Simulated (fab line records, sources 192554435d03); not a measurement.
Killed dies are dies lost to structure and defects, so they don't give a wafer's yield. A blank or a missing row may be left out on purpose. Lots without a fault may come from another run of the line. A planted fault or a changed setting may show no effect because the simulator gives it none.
Chamber matching | flow n5_finfet | N5_BEOL_M11_STRIP_67 on rie_diel-03: 4 sister chambers
The step strips in CF4. 4 wafers are shown with their chamber, then 10 later ones without.

WAFERS WITH THEIR CHAMBER
wafer  | chamber | showerhead_plenum_p_Torr (Torr)
L081.1 | 3       | 1.74
L081.3 | 1       | 1.82
L091.2 | 0       | 1.90
L091.4 | 2       | 1.87

WAFERS WITHOUT THEIR CHAMBER
wafer  | showerhead_plenum_p_Torr (Torr)
L091.5 | 1.81
L093.1 | 1.73
L093.3 | 1.90
L093.6 | 1.87
L094.2 | 1.73
L094.3 | 1.87
L094.5 | 1.81
L097.1 | 1.87
L097.2 | 1.73
L097.3 | 1.81

WHICH CHAMBER EACH WENT THROUGH
wafer  | from the rows above | in truth
L091.5 | 1                   | 1
L093.1 | 3                   | 3
L093.3 | 0                   | 0
L093.6 | 2                   | 2
L094.2 | 3                   | 3
L094.3 | 2                   | 2
L094.5 | 1                   | 1
L097.1 | 2                   | 2
L097.2 | 3                   | 3
L097.3 | 1                   | 1
Placed correctly: 10 of 10. Can't be placed from these rows: 0. Placed wrongly: 0.
How it was worked out, from the rows above alone: a wafer's distance from a chamber is the root of the sum, over the readings, of the square of ((its reading less the chamber's mean) divided by the reading's scatter). The wafer belongs to the nearest chamber; if the next one is less than 2 further off, it can't be placed. A chamber's mean is the mean of its shown wafers. The scatter: with one shown wafer a chamber, the root of the mean of the squares of how far each hidden wafer lies from its nearest shown one.
